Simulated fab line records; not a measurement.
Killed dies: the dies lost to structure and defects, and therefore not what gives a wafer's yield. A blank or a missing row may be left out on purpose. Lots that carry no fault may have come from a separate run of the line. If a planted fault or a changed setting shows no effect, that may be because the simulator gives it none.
Chamber matching -- flow n5-finfet -- 4 sister chambers for N5_GATE_CUT_ETCH_58 on rie-diel-06
The step etches SiNx in CH3F/O2, target depth 17 nm, time 128.6 s. 4 wafers are shown with their chamber, then 10 later ones without.

EACH WAFER AND ITS CHAMBER
wafer,chamber,showerhead-plenum-p-Torr (Torr)
L084.3,0,1.98
L084.5,2,2.10
L087.1,1,1.95
L087.2,3,1.90

WAFERS WHOSE CHAMBER IS MISSING
wafer,showerhead-plenum-p-Torr (Torr)
L087.6,1.95
L090.2,1.95
L090.3,2.09
L090.6,1.95
L092.3,1.95
L092.5,2.09
L092.6,1.95
L096.1,2.14
L096.5,1.97
L096.6,2.14

EACH ONE'S CHAMBER
wafer,from the rows above,in truth
L087.6,can't be placed: 1 or 0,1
L090.2,can't be placed: 1 or 0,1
L090.3,2,2
L090.6,can't be placed: 1 or 0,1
L092.3,can't be placed: 1 or 0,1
L092.5,2,2
L092.6,can't be placed: 1 or 0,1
L096.1,2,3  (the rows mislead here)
L096.5,can't be placed: 0 or 1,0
L096.6,2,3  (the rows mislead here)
Correctly placed: 2 of 10. Can't be placed from these rows: 6 (the true chamber is among the candidates in 6). Wrongly placed: 2.
How it was worked out, from the rows above alone: a wafer's distance from a chamber is the root of the sum, over the readings, of the square of ((its reading less the chamber's mean) divided by the reading's scatter). The wafer belongs to the nearest chamber; if the next one is less than 2 further off, it can't be placed. For every chamber, the mean is computed from those of its wafers that are shown. The scatter (one wafer shown for each chamber): square how far every hidden wafer sits from the nearest shown wafer, average those squares and take the square root.
